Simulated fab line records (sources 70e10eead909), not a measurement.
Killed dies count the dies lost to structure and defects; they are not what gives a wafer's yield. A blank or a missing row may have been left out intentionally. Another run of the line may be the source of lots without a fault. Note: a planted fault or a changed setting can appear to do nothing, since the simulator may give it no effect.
fab line records | flow nand-harc
[record] lots = 24 wafers = 72 last-day = 24
route steps=1159 shown A_BLC@974 A_M0@1006 A_M1@1043 A_BONDPAD@1072
lots that met no fault: taken from a fault-free run of the same line
start-h: hours from the record's first day to the start of the lot's first wafer shown | wait-h: hours elapsed since this lot's preceding step | " as in the row above | L1.1+2: a row that stands for several wafers | - no value, or no start was given | * or withheld: withheld | < > ~ a bound
route shown NAME@n: NAME is a module with steps in the file, n the number in the route of the first one | usual: mean/standard deviation taken from wafers without a fault | same: alike in all rows | chamber/n: place in a boat | sites: each site's reading | _std_site: standard deviation of those values | _edge_site: outer sites' mean less inner sites' | radius-mm: how far each site lies from the wafer's centre | mask NAME#n: copy n | behind: the tool/chamber that last shaped the wafer | hold: what put the lot on hold/how long, in hours/how the hold closed | device: transistor that didn't switch, given as n, p or np | end of line: the same wafers' tests at the end of the route | a step with no rows: only its recipe | killed: count of dies lost to structure and defects at first sort (not the wafer's yield) | map: a wafer's dies, x killed, . not, _ none there
set.NAME: setting as actually run; set.NAME@STEP: the setting as run at that earlier step | model.NAME: the simulator's own value behind a step, which no gauge read
a sample of lots followed through the steps of the route, with each step as a table and each wafer as a row
services: when a tool's chamber went out of use (start-h, in hours from the record's first day, below 0 if earlier), for how many hours, and the reason
[[steps]]
[step NHARC_A_BLC_CD_MEAS_10]
[recipe] target-cd-nm = 100 landing-energy-ev = 500
[usual] cd-nm = 100.2/0.5
// columns lot.wafer tool chamber start-h wait-h cd-nm
L074.4 cd-sem-02 0 382.23 - 99.8
L074.5 " 0 " " 100.0
L074.6 " 0 " " 99.6
L075.2 cd-sem-02 0 397.51 - 100.2
L075.4 " 0 " " 100.3
L075.6 " 0 " " 100.1
L076.1 cd-sem-01 0 398.05 - 99.9
L076.2 " 0 " " 100.4
L076.6 " 0 " " 100.0
L077.1 cd-sem-01 0 401.29 - 100.8
L077.2 " 0 " " 100.2
L077.5 " 0 " " 101.2
L080.2 cd-sem-03 0 407.90 - 100.3
L080.3 " 0 " " 101.1
L080.6 " 0 " " 100.9
L079.1 cd-sem-01 0 408.30 - 100.0
L079.3 " 0 " " 100.3
L079.6 " 0 " " 99.6
L078.2 cd-sem-01 0 411.59 - 99.6
L078.3 " 0 " " 99.9
L078.4 " 0 " " 100.0
L081.2 cd-sem-03 0 428.80 - 101.0
L081.3 " 0 " " 100.0
L081.4 " 0 " " 101.1
L082.1 cd-sem-03 0 439.58 - 99.6
L082.5 " 0 " " 98.6
L082.6 " 0 " " 99.9
L083.1 cd-sem-03 0 442.28 - 101.0
L083.2 " 0 " " 99.6
L083.5 " 0 " " 100.3
L084.3 cd-sem-03 0 447.58 - 100.0
L084.5 " 0 " " 100.1
L084.6 " 0 " " 100.5
L086.1 cd-sem-03 0 455.21 - 101.1
L086.2 " 0 " " 99.4
L086.4 " 0 " " 100.1
L087.1 cd-sem-03 0 455.53 - 100.7
L087.4 " 0 " " 100.8
L087.5 " 0 " " 100.2
L088.2 cd-sem-02 0 461.51 - 100.3
L088.4 " 0 " " 100.4
L088.5 " 0 " " 100.7
L085.1 cd-sem-03 0 462.21 - 100.2
L085.4 " 0 " " 99.9
L085.6 " 0 " " 99.9
L089.1 cd-sem-03 0 480.12 - 100.3
L089.4 " 0 " " 101.0
L089.5 " 0 " " 100.2
L090.1 cd-sem-01 0 489.50 - 99.9
L090.3 " 0 " " 100.3
L090.5 " 0 " " 100.3
L091.4 cd-sem-03 0 496.07 - 99.6
L091.5 " 0 " " 99.8
L091.6 " 0 " " 100.6
L092.2 cd-sem-02 0 496.80 - 99.3
L092.3 " 0 " " 99.5
L092.6 " 0 " " 99.0
L094.2 cd-sem-02 0 517.89 - 100.1
L094.3 " 0 " " 99.6
L094.4 " 0 " " 99.8
L095.1 cd-sem-01 0 521.14 - 100.5
L095.2 " 0 " " 100.4
L095.3 " 0 " " 100.9
L093.1 cd-sem-03 0 527.75 - 99.1
L093.3 " 0 " " 99.4
L093.4 " 0 " " 99.8
L096.2 cd-sem-02 0 529.37 - 100.6
L096.5 " 0 " " 100.5
L096.6 " 0 " " 100.3
L097.1 cd-sem-03 0 536.75 - 100.6
L097.3 " 0 " " 100.6
L097.5 " 0 " " 100.1
[step NHARC_A_BLC_DESCUM_15]
[recipe] time-s = 3 o2-flow-sccm = 200 ar-flow-sccm = 0 bias-power-w = 0 chemistry = O2
[usual] drypump-motor-current-A = 5.7/0.4 oes-product-au = 0.999/0.008 rf-vpp-V = 57.7/0.96 showerhead-plenum-p-Torr = 1.93/0.09 throttle-valve-pct = 11.312/0.0092
// columns lot.wafer tool chamber start-h wait-h drypump-motor-current-A oes-product-au rf-hours-counter-h rf-vpp-V showerhead-plenum-p-Torr throttle-valve-pct
L074.4 rie-diel-02 3 382.42 0.1 5.0 0.994 17 57.7 1.82 11.328
L074.5 " 2 " " 5.4 0.988 - 57.2 1.78 11.301
L074.6 " 3 " " 5.0 1.005 - 56.6 1.81 11.315
L075.2 rie-diel-12 0 397.70 0.1 5.7 1.013 1 58.2 1.97 11.312
L075.4 " 2 " " 6.1 0.996 1 57.3 1.84 11.308
L075.6 " 3 " " 4.8 0.993 - 57.7 1.90 11.304
L076.2 rie-diel-01 3 398.24 0.1 5.6 0.997 7 55.9 1.81 11.301
L076.1 " 2 " " 6.1 0.997 8 57.3 2.02 11.312
L076.6 " 0 " " 5.4 1.007 - 57.0 1.90 11.312
L077.1 rie-diel-01 3 401.48 0.1 5.6 1.008 8 57.3 1.81 11.309
L077.2 " 1 " " 6.2 0.999 9 57.9 2.05 11.317
L077.5 " 3 " " 5.6 1.009 - 56.8 1.81 11.326
L080.3 rie-diel-12 3 408.12 0.1 4.9 1.003 2 56.4 1.90 11.300
L080.2 " 0 " " 5.7 1.015 2 57.7 1.97 11.296
L080.6 " 1 " " 5.6 1.011 - 60.4 2.00 11.311
L079.3 rie-diel-01 3 408.49 0.1 5.6 1.000 9 57.2 1.81 11.323
L079.1 " 0 " " 5.4 0.993 9 58.0 1.89 11.308
L079.6 " 3 " " 5.6 0.999 - 56.3 1.81 11.322
L078.2 rie-diel-01 3 411.77 0.1 5.6 1.002 9 59.0 1.81 11.330
L078.3 " 0 " " 5.4 1.005 9 58.8 1.89 11.305
L078.4 " 2 " " 6.2 1.003 9 57.4 2.02 11.312
L081.3 rie-diel-01 2 428.99 0.1 6.1 0.984 12 59.0 2.02 11.315
L081.2 " 3 " " 5.6 0.989 11 56.6 1.81 11.310
L081.4 " 0 " " 5.4 0.995 11 57.0 1.89 11.305
L082.1 rie-diel-12 1 439.77 0.1 5.5 1.005 5 59.6 2.00 11.308
L082.6 " 0 " " 5.7 1.010 - 58.3 1.97 11.321
L082.5 " 1 " " 5.6 1.003 - 59.1 2.00 11.315
L083.1 rie-diel-01 3 442.49 0.1 5.6 0.995 13 57.8 1.81 11.311
L083.2 " 0 " " 5.4 0.995 13 58.5 1.89 11.299
L083.5 " 2 " " 6.2 1.004 - 60.3 2.02 11.296
L084.3 rie-diel-12 3 447.79 0.1 4.8 1.001 6 56.4 1.90 11.306
L084.6 " 0 " " 5.7 1.003 - 56.9 1.97 11.321
L084.5 " 1 " " 5.6 1.000 - 59.6 2.00 11.326
L086.2 rie-diel-01 1 455.39 0.1 6.2 0.991 14 58.3 2.05 11.329
L086.1 " 3 " " 5.6 1.006 14 58.2 1.81 11.305
L086.4 " 0 " " 5.4 0.996 14 58.4 1.89 11.305
L087.1 rie-diel-12 3 455.73 0.1 4.8 1.005 7 58.3 1.90 11.311
L087.4 " 0 " " 5.7 1.014 6 58.0 1.97 11.320
L087.5 " 1 " " 5.6 1.007 - 57.4 2.00 11.307
L088.4 rie-diel-01 0 461.91 0.3 5.4 0.999 15 57.0 1.89 11.313
L088.2 " 2 " " 6.1 0.992 16 57.9 2.02 11.300
L088.5 " 1 " " 6.2 0.994 - 59.3 2.05 11.316
L085.1 rie-diel-12 2 462.41 0.1 6.0 1.002 8 57.7 1.83 11.305
L085.4 " 0 " " 5.7 0.999 7 58.2 1.97 11.306
L085.6 " 1 " " 5.6 1.007 - 58.0 2.00 11.318
L089.1 rie-diel-01 2 480.33 0.1 6.2 1.012 18 58.4 2.02 11.308
L089.4 " 3 " " 5.6 1.001 17 58.1 1.81 11.319
L089.5 " 1 " " 6.2 0.993 - 58.7 2.05 11.312
L090.1 rie-diel-01 0 489.69 0.1 5.4 0.999 17 57.7 1.89 11.310
L090.3 " 3 " " 5.6 1.004 17 58.9 1.81 11.308
L090.5 " 0 " " 5.4 1.001 - 57.1 1.89 11.304
L091.4 rie-diel-12 3 496.27 0.1 4.8 1.001 10 57.4 1.90 11.297
L091.6 " 0 " " 5.7 1.007 - 58.6 1.97 11.311
L091.5 " 1 " " 5.6 1.011 - 58.7 2.00 11.307
L092.3 rie-diel-02 2 496.99 0.1 5.3 1.001 54 55.7 1.77 11.333
L092.2 " 1 " " 5.4 1.001 54 56.6 1.77 11.329
L092.6 " 2 " " 5.4 0.990 - 56.9 1.77 11.304
L094.2 rie-diel-01 0 518.07 0.1 5.4 1.004 0 58.3 1.89 11.314
L094.3 " 2 " " 6.1 0.991 0 58.4 2.02 11.319
L094.4 " 3 " " 5.6 0.992 1 58.2 1.81 11.302
L095.1 rie-diel-01 3 521.36 0.1 5.6 0.989 1 59.7 1.81 11.307
L095.2 " 0 " " 5.4 0.987 1 57.2 1.89 11.308
L095.3 " 1 " " 6.2 0.978 1 57.5 2.05 11.310
L093.4 rie-diel-12 1 527.95 0.1 5.6 0.999 14 58.5 2.00 11.327
L093.3 " 2 " " 6.1 1.009 14 57.5 1.83 11.321
L093.1 " 3 " " 4.8 0.998 13 56.3 1.90 11.311
L096.2 rie-diel-01 2 529.55 0.1 6.1 0.989 2 58.3 2.02 11.301
L096.5 " 2 " " 6.2 0.979 - 57.8 2.02 11.319
L096.6 " 3 " " 5.6 1.003 - 56.8 1.81 11.306
L097.1 rie-diel-12 0 536.94 0.1 5.7 1.006 13 58.1 1.97 11.307
L097.3 " 1 " " 5.6 1.003 15 57.5 2.00 11.319
L097.5 " 1 " " 5.6 1.000 - 59.0 2.00 11.322
[step NHARC_A_BLC_INSPECT_28]
[usual] raw-defect-count = 441/110
// columns lot.wafer tool chamber start-h wait-h raw-defect-count
L074.4 defect-inspect-02 - 385.77 0.1 501
L074.5 " - " " 415
L074.6 " - " " 593
L075.2 defect-inspect-01 - 401.29 0.1 301
L075.4 " - " " 359
L075.6 " - " " 357
L076.1 defect-inspect-01 - 401.74 0.1 401
L076.2 " - " " 567
L076.6 " - " " 457
L077.1 defect-inspect-02 - 406.99 0.1 412
L077.2 " - " " 465
L077.5 " - " " 556
L080.2 defect-inspect-02 - 411.48 0.1 327
L080.3 " - " " 295
L080.6 " - " " 254
L079.1 defect-inspect-01 - 411.62 0.1 360
L079.3 " - " " 389
L079.6 " - " " 498
L078.2 defect-inspect-02 - 416.28 0.1 423
L078.3 " - " " 428
L078.4 " - " " 430
L081.2 defect-inspect-02 - 435.91 0.1 311
L081.3 " - " " 313
L081.4 " - " " 439
L082.1 defect-inspect-01 - 442.76 0.1 450
L082.5 " - " " 459
L082.6 " - " " 452
L083.1 defect-inspect-01 - 445.48 0.1 391
L083.2 " - " " 461
L083.5 " - " " 411
L084.3 defect-inspect-02 - 454.39 0.1 377
L084.5 " - " " 352
L084.6 " - " " 342
L086.1 defect-inspect-02 - 460.61 0.1 482
L086.2 " - " " 472
L086.4 " - " " 943
L087.1 defect-inspect-01 - 461.04 0.1 417
L087.4 " - " " 325
L087.5 " - " " 377
L088.2 defect-inspect-02 - 466.52 0.1 459
L088.4 " - " " 597
L088.5 " - " " 507
L085.1 defect-inspect-01 - 466.54 0.1 587
L085.4 " - " " 337
L085.6 " - " " 434
L089.1 defect-inspect-02 - 493.69 0.1 459
L089.4 " - " " 379
L089.5 " - " " 583
L090.1 defect-inspect-01 - 496.52 0.1 394
L090.3 " - " " 390
L090.5 " - " " 445
L091.4 defect-inspect-01 - 501.81 0.1 814
L091.5 " - " " 512
L091.6 " - " " 644
L092.2 defect-inspect-02 - 504.38 0.1 294
L092.3 " - " " 423
L092.6 " - " " 452
L094.2 defect-inspect-01 - 521.16 0.1 648
L094.3 " - " " 513
L094.4 " - " " 451
L095.1 defect-inspect-02 - 526.53 0.1 501
L095.2 " - " " 521
L095.3 " - " " 392
L093.1 defect-inspect-02 - 533.91 0.1 575
L093.3 " - " " 369
L093.4 " - " " 415
L096.2 defect-inspect-01 - 535.87 0.1 433
L096.5 " - " " 362
L096.6 " - " " 440
L097.1 defect-inspect-01 - 540.33 0.1 486
L097.3 " - " " 463
L097.5 " - " " 498
[step NHARC_A_M0_INSPECT_11]
[usual] raw-defect-count = 31/16
// columns lot.wafer tool chamber start-h wait-h raw-defect-count
L074.4 defect-inspect-01 - 386.86 0.0 33
L074.5 " - " " 38
L074.6 " - " " 30
L075.2 defect-inspect-02 - 402.33 0.0 24
L075.4 " - " " 20
L075.6 " - " " 21
L076.1 defect-inspect-01 - 402.77 0.0 25
L076.2 " - " " 26
L076.6 " - " " 28
L077.1 defect-inspect-02 - 408.02 0.0 35
L077.2 " - " " 29
L077.5 " - " " 26
L080.2 defect-inspect-01 - 412.63 0.0 27
L080.3 " - " " 22
L080.6 " - " " 23
L079.1 defect-inspect-01 - 412.78 0.0 34
L079.3 " - " " 30
L079.6 " - " " 29
L078.2 defect-inspect-02 - 417.18 0.0 9
L078.3 " - " " 14
L078.4 " - " " 11
L081.2 defect-inspect-02 - 436.95 0.0 9
L081.3 " - " " 13
L081.4 " - " " 11
L082.1 defect-inspect-01 - 443.78 0.0 36
L082.5 " - " " 45
L082.6 " - " " 42
L083.1 defect-inspect-02 - 446.51 0.0 10
L083.2 " - " " 9
L083.5 " - " " 8
L084.3 defect-inspect-01 - 455.41 0.0 18
L084.5 " - " " 13
L084.6 " - " " 12
L086.1 defect-inspect-01 - 461.64 0.0 25
L086.2 " - " " 30
L086.4 " - " " 27
L087.1 defect-inspect-02 - 462.07 0.0 13
L087.4 " - " " 9
L087.5 " - " " 9
L088.2 defect-inspect-02 - 467.41 0.0 64
L088.4 " - " " 68
L088.5 " - " " 67
L085.1 defect-inspect-01 - 467.57 0.0 25
L085.4 " - " " 33
L085.6 " - " " 26
L089.1 defect-inspect-02 - 494.71 0.0 32
L089.4 " - " " 41
L089.5 " - " " 33
L090.1 defect-inspect-02 - 497.55 0.0 55
L090.3 " - " " 36
L090.5 " - " " 46
L091.4 defect-inspect-01 - 502.84 0.0 35
L091.5 " - " " 38
L091.6 " - " " 36
L092.2 defect-inspect-01 - 505.41 0.0 36
L092.3 " - " " 34
L092.6 " - " " 26
L094.2 defect-inspect-02 - 522.50 0.0 66
L094.3 " - " " 59
L094.4 " - " " 66
L095.1 defect-inspect-02 - 527.43 0.0 14
L095.2 " - " " 16
L095.3 " - " " 24
L093.1 defect-inspect-01 - 534.94 0.0 18
L093.3 " - " " 26
L093.4 " - " " 16
L096.2 defect-inspect-01 - 536.90 0.0 32
L096.5 " - " " 41
L096.6 " - " " 46
L097.1 defect-inspect-02 - 541.35 0.0 54
L097.3 " - " " 44
L097.5 " - " " 40
[step NHARC_A_M1_STRIP_18]
[recipe] power-w = 1000 n2-flow-sccm = 150 h2-flow-sccm = 150 ar-flow-sccm = 0 bias-w = 0 chemistry = N2/H2
[usual] drypump-motor-current-A = 5.7/0.45 oes-product-au = 1.000/0.008 rf-vpp-V = 90.8/1 showerhead-plenum-p-Torr = 2.05/0.091 throttle-valve-pct = 14.173/0.0087
// columns lot.wafer tool chamber start-h wait-h drypump-motor-current-A oes-product-au rf-hours-counter-h rf-vpp-V showerhead-plenum-p-Torr throttle-valve-pct
L074.4 rie-diel-11 3 391.42 0.1 5.8 0.996 0 92.9 2.19 14.172
L074.5 " 2 " " 6.3 1.001 - 91.4 1.95 14.165
L074.6 " 3 " " 5.8 0.999 - 90.0 2.19 14.161
L075.2 rie-diel-11 0 406.86 0.1 6.0 0.978 1 91.4 2.05 14.179
L075.4 " 2 " " 6.3 1.010 1 89.1 1.95 14.177
L075.6 " 3 " " 5.8 0.990 - 92.4 2.19 14.187
L076.2 rie-diel-09 2 407.74 0.1 4.7 1.014 9 89.0 1.94 14.172
L076.1 " 0 " " 6.2 1.008 8 92.4 1.95 14.162
L076.6 " 1 " " 6.0 1.003 - 90.1 2.08 14.175
L077.2 rie-diel-09 3 412.52 0.1 5.9 0.997 9 92.4 2.10 14.172
L077.1 " 0 " " 6.2 1.008 9 89.8 1.95 14.170
L077.5 " 0 " " 6.2 0.999 - 89.9 1.95 14.156
L080.3 rie-diel-13 0 417.24 0.1 5.9 1.018 9 89.7 1.96 14.172
L080.2 " 2 " " 5.1 0.998 9 91.2 1.93 14.171
L080.6 " 0 " " 5.9 1.017 - 91.7 1.96 14.154
L079.3 rie-diel-09 3 417.61 0.1 5.9 1.000 9 91.0 2.10 14.169
L079.1 " 1 " " 6.0 1.001 9 90.1 2.07 14.184
L079.6 " 3 " " 5.9 1.012 - 90.9 2.10 14.167
L078.4 rie-diel-13 2 422.08 0.1 5.1 0.997 9 90.6 1.93 14.171
L078.2 " 3 " " 5.6 0.995 10 90.6 2.16 14.165
L078.3 " 1 " " 5.4 1.009 8 91.9 2.12 14.160
L081.3 rie-diel-11 2 441.43 0.1 6.3 1.010 1 89.2 1.95 14.164
L081.2 " 0 " " 6.0 0.986 2 90.8 2.05 14.185
L081.4 " 1 " " 5.0 0.989 1 90.4 2.14 14.175
L082.1 rie-diel-09 1 448.33 0.1 6.0 1.004 0 89.7 2.07 14.174
L082.6 " 3 " " 5.9 1.022 - 89.9 2.10 14.174
L082.5 " 0 " " 6.2 1.011 - 90.0 1.95 14.175
L083.2 rie-diel-09 0 450.89 0.1 6.2 0.997 0 89.8 1.95 14.165
L083.1 " 3 " " 5.9 1.001 0 92.3 2.10 14.181
L083.5 " 1 " " 5.9 0.995 - 91.8 2.07 14.185
L084.3 rie-diel-11 3 460.12 0.1 5.8 0.999 2 92.0 2.19 14.182
L084.6 " 2 " " 6.3 1.013 - 90.2 1.95 14.185
L084.5 " 3 " " 5.8 1.002 - 91.9 2.19 14.173
L086.1 rie-diel-13 3 466.35 0.1 5.7 0.989 1 91.4 2.16 14.163
L086.2 " 2 " " 5.1 0.992 1 89.8 1.93 14.168
L086.4 " 3 " " 5.7 0.992 - 92.4 2.16 14.159
L087.4 rie-diel-09 3 466.62 0.1 5.9 1.017 2 90.6 2.10 14.169
L087.1 " 0 " " 6.2 0.995 2 91.1 1.95 14.180
L087.5 " 0 " " 6.3 0.993 - 89.3 1.95 14.174
L088.2 rie-diel-13 3 472.06 0.1 5.6 0.990 1 91.4 2.16 14.181
L088.4 " 0 " " 5.9 0.994 1 90.6 1.96 14.183
L088.5 " 1 " " 5.4 0.994 - 92.8 2.12 14.154
L085.4 rie-diel-13 0 472.39 0.1 5.9 0.993 1 90.2 1.96 14.180
L085.1 " 1 " " 5.4 0.987 1 90.9 2.12 14.167
L085.6 " 0 " " 5.9 0.998 - 91.1 1.96 14.174
L089.1 rie-diel-11 2 499.26 0.1 6.3 1.007 3 88.9 1.95 14.177
L089.4 " 3 " " 5.8 1.004 3 91.0 2.19 14.162
L089.5 " 1 " " 5.0 0.995 - 91.8 2.14 14.177
L090.1 rie-diel-13 1 502.13 0.1 5.4 1.007 3 89.9 2.12 14.184
L090.3 " 2 " " 5.1 0.987 3 90.3 1.93 14.180
L090.5 " 0 " " 5.9 0.999 - 90.4 1.96 14.168
L091.4 rie-diel-09 0 507.76 0.2 6.2 1.001 - 90.9 1.95 14.179
L091.6 " 1 " " 5.9 1.002 - 90.1 2.07 14.172
L091.5 " 3 " " 5.9 0.997 - 90.0 2.10 14.173
L092.2 rie-diel-13 2 510.33 0.1 5.1 1.009 4 89.1 1.93 14.159
L092.3 " 0 " " 5.9 0.998 3 89.4 1.96 14.172
L092.6 " 3 " " 5.6 1.001 - 91.8 2.16 14.168
L094.2 rie-diel-13 2 527.04 0.1 5.1 0.996 5 90.6 1.93 14.166
L094.3 " 0 " " 5.9 1.008 5 90.2 1.96 14.163
L094.4 " 1 " " 5.4 0.994 6 91.0 2.11 14.164
L095.2 rie-diel-09 1 532.04 0.1 6.0 1.000 5 90.5 2.07 14.194
L095.3 " 3 " " 5.9 1.003 5 92.4 2.10 14.180
L095.1 " 0 " " 6.2 0.993 5 90.1 1.95 14.167
L093.4 rie-diel-09 0 539.45 0.1 6.2 0.983 5 90.0 1.95 14.177
L093.1 " 1 " " 6.0 0.995 5 92.4 2.07 14.187
L093.3 " 2 " " 4.8 0.997 4 90.6 1.93 14.166
L096.2 rie-diel-13 3 541.51 0.1 5.6 0.995 7 90.6 2.16 14.168
L096.5 " 0 " " 5.9 1.003 - 91.1 1.96 14.161
L096.6 " 1 " " 5.4 0.997 - 92.6 2.11 14.183
L097.1 rie-diel-13 0 545.90 0.1 5.9 1.000 7 89.9 1.96 14.167
L097.3 " 1 " " 5.4 1.001 8 90.7 2.11 14.173
L097.5 " 3 " " 5.7 0.996 - 91.2 2.16 14.168
[step NHARC_A_BONDPAD_CD_MEAS_09]
[recipe] target-cd-nm = 500 landing-energy-ev = 500
[usual] cd-nm = 499.8/1.7
// columns lot.wafer tool chamber start-h wait-h cd-nm
L074.4 cd-sem-03 0 396.09 - 499.1
L074.5 " 0 " " 499.1
L074.6 " 0 " " 499.1
L075.2 cd-sem-02 0 410.96 - 500.6
L075.4 " 0 " " 499.7
L075.6 " 0 " " 501.6
L076.1 cd-sem-03 0 411.88 - 500.6
L076.2 " 0 " " 498.7
L076.6 " 0 " " 499.0
L077.1 cd-sem-01 0 416.72 - 499.1
L077.2 " 0 " " 500.1
L077.5 " 0 " " 497.5
L080.2 cd-sem-02 0 421.35 - 501.5
L080.3 " 0 " " 501.3
L080.6 " 0 " " 503.0
L079.1 cd-sem-01 0 422.13 - 499.6
L079.3 " 0 " " 501.8
L079.6 " 0 " " 501.2
L078.2 cd-sem-02 0 426.42 - 500.8
L078.3 " 0 " " 502.7
L078.4 " 0 " " 500.8
L081.2 cd-sem-03 0 445.59 - 500.8
L081.3 " 0 " " 500.7
L081.4 " 0 " " 502.2
L082.1 cd-sem-01 0 452.40 - 497.9
L082.5 " 0 " " 500.0
L082.6 " 0 " " 498.5
L083.1 cd-sem-02 0 455.08 - 501.2
L083.2 " 0 " " 501.3
L083.5 " 0 " " 501.3
L084.3 cd-sem-02 0 464.28 - 499.6
L084.5 " 0 " " 499.2
L084.6 " 0 " " 500.1
L086.1 cd-sem-03 0 470.56 - 500.7
L086.2 " 0 " " 503.9
L086.4 " 0 " " 500.3
L087.1 cd-sem-02 0 470.87 - 499.3
L087.4 " 0 " " 500.5
L087.5 " 0 " " 501.0
L088.2 cd-sem-02 0 476.15 - 500.8
L088.4 " 0 " " 499.9
L088.5 " 0 " " 498.8
L085.1 cd-sem-02 0 476.67 - 498.9
L085.4 " 0 " " 499.3
L085.6 " 0 " " 500.3
L089.1 cd-sem-03 0 503.27 - 503.1
L089.4 " 0 " " 502.7
L089.5 " 0 " " 501.5
L090.1 cd-sem-02 0 506.21 - 497.8
L090.3 " 0 " " 499.8
L090.5 " 0 " " 498.8
L091.4 cd-sem-02 0 511.88 - 498.6
L091.5 " 0 " " 498.7
L091.6 " 0 " " 498.9
L092.2 cd-sem-01 0 514.92 - 496.7
L092.3 " 0 " " 499.6
L092.6 " 0 " " 497.0
L094.2 cd-sem-02 0 531.21 - 500.7
L094.3 " 0 " " 500.3
L094.4 " 0 " " 501.8
L095.1 cd-sem-01 0 536.17 - 495.9
L095.2 " 0 " " 497.3
L095.3 " 0 " " 495.0
L093.1 cd-sem-03 0 543.59 - 498.5
L093.3 " 0 " " 498.6
L093.4 " 0 " " 499.1
L096.2 cd-sem-03 0 545.65 - 498.3
L096.5 " 0 " " 498.5
L096.6 " 0 " " 497.4
L097.1 cd-sem-01 0 549.95 - 498.6
L097.3 " 0 " " 498.8
L097.5 " 0 " " 497.6
[[services]]
// columns tool chamber start-h hours kind
rie-diel-11 - 366.55 9.0 pm
rie-diel-12 - 379.43 9.0 pm
rie-diel-01 0 381.14 - clean
rie-diel-01 1 381.14 - clean
rie-diel-01 2 381.14 - clean
rie-diel-01 3 381.14 - clean
rie-diel-01 0 405.64 - clean
rie-diel-01 1 405.64 - clean
rie-diel-01 - 405.94 2.3 repair
rie-diel-09 - 431.30 9.0 pm
rie-diel-13 0 432.30 4.0 repair
rie-diel-09 2 448.86 8.6 repair
rie-diel-13 - 453.00 9.0 pm
rie-diel-02 2 460.30 4.5 repair
rie-diel-02 3 461.27 20.9 repair
rie-diel-13 0 463.04 4.3 repair
rie-diel-13 1 487.90 4.1 repair
rie-diel-01 - 500.10 9.0 pm
rie-diel-02 - 505.14 9.0 pm
rie-diel-09 2 506.86 4.7 repair
rie-diel-12 2 515.41 1.7 repair
rie-diel-13 2 534.02 12.9 repair
rie-diel-01 1 538.93 6.6 repair
rie-diel-11 - 543.55 9.0 pm
[[key]]
fault none
